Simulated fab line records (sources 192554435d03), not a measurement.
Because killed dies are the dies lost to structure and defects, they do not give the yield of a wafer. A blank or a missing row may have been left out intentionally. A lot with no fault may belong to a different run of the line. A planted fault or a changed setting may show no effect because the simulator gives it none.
Comparing a struck lot with a sound one / flow n5_finfet / 15 steps out of a route of 1938
Sound: these wafers, L563.1, L563.2. Struck: wafer L555.6 (left out: L555.1, a lot-mate that was not struck); the cause follows at the end.
Per side, at each step with rows, come the tool, then ch with its chambers, and then its first start. Under that, the readings that differ: sound wafers / struck wafers / difference of the means / sigmas: that difference in standard deviations of wafers without a fault.
alike: a reading whose means differ by less than 2 such deviations, as well as words and numbers matching on both sides. not compared: withheld readings; readings where some wafer has no value; bounds like >300 that might hide an equal value; numbers whose values overlap and for which the record gives no deviation.
A row with sigmas, a row that says differs or no value, or rows on one side alone: a step with any of these is where the two part. When numbers do not overlap yet have no deviation, they are printed without sigmas and do not part them. Lack of a reading on every wafer of one side parts them only where that side has two or more wafers.

first, 8 steps without rows for these wafers: N5_FIN_CUT_COAT_19 (time 60 s, resist thk 20 nm); N5_FIN_CUT_COAT_29 (time 60 s, resist thk 10 nm); N5_FIN_CUT_COAT_02 (resist thk 30 nm); N5_FIN_CUT_EBR_04; N5_FIN_CUT_SOFTBAKE_03 (time 60 s); N5_FIN_CUT_EXPOSE_05 (exposes mask FIN CUT); N5_FIN_CUT_PEB_06 (peb time 60 s); N5_FIN_CUT_DEVELOP_07 (develop time 30 s).
N5_FIN_CUT_CD_MEAS_08: target cd 29.1 nm.
  sound on cd_sem-02 ch 0, day 6 20:26; struck on cd_sem-01 ch 0, day 4 20:57
  alike: cd_nm
N5_FIN_CUT_OVL_MEAS_09:
  sound on overlay-02 ch 0, day 6 20:28; struck on overlay-02 ch 0, day 4 20:59
  alike: FIN_CUT_OVL
N5_FIN_CUT_INSPECT_10: inspects for defects (brightfield).
  struck on defect_inspect-01, day 4 21:03; sound on defect_inspect-01, day 6 20:31
  alike: raw_defect_count
N5_FIN_CUT_DESCUM_13: chemistry O2, time 7 s.
  sound on rie_diel-02 ch 1,2, day 6 20:33; struck on rie_diel-03 ch 3, day 4 21:05
  alike: drypump_motor_current_A, oes_product_au, rf_fwd_power_W, rf_vpp_V, showerhead_plenum_p_Torr, throttle_valve_pct
  not compared: rf_hours_counter_h
N5_FIN_CUT_ETCH_30: etches underlayer in N2/H2, target depth 13 nm, time 10.4 s.
  sound on rie_diel-02 ch 1,2, day 6 20:35; struck on rie_diel-03 ch 3, day 4 21:07
reading=etch_rf_on_time_s (s); sound=9.8 9.8; struck=12.6; difference=+2.8; sigmas=+7
reading=throttle_valve_pct (%); sound=17.78 17.54; struck=18.19; difference=+0.53; sigmas=+2
  alike: drypump_motor_current_A, h2_flow_sccm, oes_product_au, rf_fwd_power_W, rf_vpp_V, showerhead_plenum_p_Torr
  not compared: rf_hours_counter_h
N5_FIN_CUT_ETCH_20: etches SiARC in CF4, target depth 26 nm, time 43.3 s.
  sound on rie_diel-02 ch 1,2, day 6 20:37; struck on rie_diel-03 ch 3, day 4 21:08
  alike: drypump_motor_current_A, etch_rf_on_time_s, oes_product_au, rf_fwd_power_W, rf_vpp_V, showerhead_plenum_p_Torr, throttle_valve_pct
  not compared: rf_hours_counter_h
next, for these wafers, 1 step has no rows: N5_PASSIVATION_PROBE_49.

## WHERE THEY PART
Within this record, at N5_FIN_CUT_ETCH_30 only. Later steps at which nothing parts them and some readings are alike: N5_FIN_CUT_ETCH_20.

WHY: what the simulator had put in
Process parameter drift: rie_diel-03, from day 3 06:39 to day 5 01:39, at N5_FIN_CUT_ETCH_30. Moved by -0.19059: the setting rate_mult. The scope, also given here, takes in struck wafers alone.
